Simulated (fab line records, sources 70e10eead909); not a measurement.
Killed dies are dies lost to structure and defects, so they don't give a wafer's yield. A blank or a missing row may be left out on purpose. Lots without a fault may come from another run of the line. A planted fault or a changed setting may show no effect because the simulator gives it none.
Problem report in the 8D (eight disciplines) form, filled by code | flow nand_harc | the parts of the form that need people (team, actions taken, sign-off) are left out

1. THE PROBLEM
thk_nm at NHARC_A_ONON_D1_THK_MEAS_24 reads a mean of 1296 nm on 2 wafers of 2 lots; wafers without a fault read 1000 nm with a standard deviation of 9.5. That is +31 standard deviations from the usual mean.
The step: measures by ellipsometry.
First seen on wafer L548.2, day 11 08:52, on film_metro-01. The record holds 33 wafers of 11 lots with a number at this step. Rule for "out", or "out of limits": more than 4 standard deviations from the usual mean. The other wafers with a number count as sound.

2. WHAT IT IS AND WHAT IT IS NOT
question                    | is                           | is not
which readings at this step | thk_nm                       | -
which lots                  | L548, L549                   | L538, L540, L541, L543, L544, L547, L557, L558, L560
which wafers of those lots  | L548.2, L549.2               | L548.3, L548.5, L549.5, L549.6
read on which gauges        | film_metro-01, film_metro-02 | -
when                        | from day 11 08:52            | up to then (20 sound wafers); but 11 sound wafers of L549, L557, L558, L560 came after

3. SUSPECTS, AND WHAT RULES EACH OUT
Counting: a tool at a process step up to the reading stays a suspect if it ran every lot that is out. Sound lots after the first of them don't rule it out here, since some wafers of a struck lot are sound.
- the gauge at NHARC_A_ONON_D1_THK_MEAS_24: ruled out. The wafers that are out were read on 2 gauges (film_metro-01, film_metro-02).
- pecvd_onon-01 at NHARC_A_ONON_D1_DEP_22 (target thk 1000 nm): kept. It ran every lot that is out, first L548 (day 11 08:25); its last sound lot up to then is L547 (day 10 07:00).
Left after counting: pecvd_onon-01 at NHARC_A_ONON_D1_DEP_22.

4. THE CAUSE (what the simulator had put in)
Process parameter drift: pecvd_onon-01, from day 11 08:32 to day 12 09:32, at NHARC_A_ONON_D1_DEP_22. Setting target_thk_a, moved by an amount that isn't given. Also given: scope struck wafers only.
Counting left only this tool.

5. THE CHAIN OF EFFECTS, in route order
Each row: a reading whose mean over the struck wafers that have a number lies more than 3 standard deviations from the usual. Only readings for which the record gives a usual standard deviation are gone through. hours: the time from each lot's start at the first step in this table that gives one to its start at this step, as a median over the lots. sigmas: the change in usual standard deviations.
hours | step                        | reading         | usual   | on struck wafers | change | sigmas
0     | NHARC_A_ONON_D1_THK_MEAS_24 | thk_nm          | 1000 nm | 1296             | +296   | +31
271   | NHARC_END_SORT_01           | killed_at_array | 29      | 674              | +644   | +50
271   | NHARC_END_SORT_01           | killed_dies     | 33      | 677              | +644   | +50

6. WHAT WOULD HAVE CAUGHT IT SOONER
In this record the first reading out of limits at a measuring or inspecting step was taken at day 11 08:52, 0 hours after the fault began at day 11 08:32.
Of the tool readings at NHARC_A_ONON_D1_DEP_22 for which the record gives a usual standard deviation, none was out on any struck wafer, so an alarm limit of 4 standard deviations on them would not have fired.
All the lots that are out (2) had begun NHARC_A_ONON_D1_DEP_22 on pecvd_onon-01 by day 11 08:52. A hold on the tool at that time would have spared none of them.
